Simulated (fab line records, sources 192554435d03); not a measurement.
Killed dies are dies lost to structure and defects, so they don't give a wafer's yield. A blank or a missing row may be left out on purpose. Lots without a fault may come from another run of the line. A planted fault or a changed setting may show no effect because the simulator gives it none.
Chamber matching | flow n5_finfet | N5_BEOL_M5_STRIP_64 on rie_diel-03: 4 sister chambers
The step strips in CF4. 8 wafers are shown with their chamber, then 10 later ones without.

WAFERS WITH THEIR CHAMBER
wafer  | chamber | showerhead_plenum_p_Torr (Torr) | drypump_motor_current_A (A)
L081.6 | 3       | 1.84                            | 5.7
L082.3 | 1       | 1.84                            | 5.2
L082.5 | 2       | 1.78                            | 5.7
L083.3 | 0       | 1.72                            | 5.4
L083.4 | 2       | 1.78                            | 5.7
L083.5 | 1       | 1.84                            | 5.2
L088.1 | 3       | 1.83                            | 5.6
L088.2 | 0       | 1.71                            | 5.5

WAFERS WITHOUT THEIR CHAMBER
wafer  | showerhead_plenum_p_Torr (Torr) | drypump_motor_current_A (A)
L088.4 | 1.78                            | 5.7
L086.1 | 1.71                            | 5.5
L086.5 | 1.78                            | 5.7
L086.6 | 1.83                            | 5.7
L090.2 | 1.83                            | 5.7
L090.4 | 1.83                            | 5.7
L090.5 | 1.71                            | 5.5
L092.1 | 1.83                            | 5.7
L092.3 | 1.71                            | 5.5
L092.5 | 1.77                            | 5.7

WHICH CHAMBER EACH WENT THROUGH
wafer  | from the rows above | in truth
L088.4 | 2                   | 2
L086.1 | 0                   | 0
L086.5 | 2                   | 2
L086.6 | 3                   | 3
L090.2 | 3                   | 3
L090.4 | 3                   | 3
L090.5 | 0                   | 0
L092.1 | 3                   | 3
L092.3 | 0                   | 0
L092.5 | 2                   | 2
Placed correctly: 10 of 10. Can't be placed from these rows: 0. Placed wrongly: 0.
How it was worked out, from the rows above alone: a wafer's distance from a chamber is the root of the sum, over the readings, of the square of ((its reading less the chamber's mean) divided by the reading's scatter). The wafer belongs to the nearest chamber; if the next one is less than 2 further off, it can't be placed. A chamber's mean is the mean of its shown wafers. The scatter: the root of (the sum of the squares of (reading less its chamber's mean) over the shown wafers, divided by (wafers less chambers)).
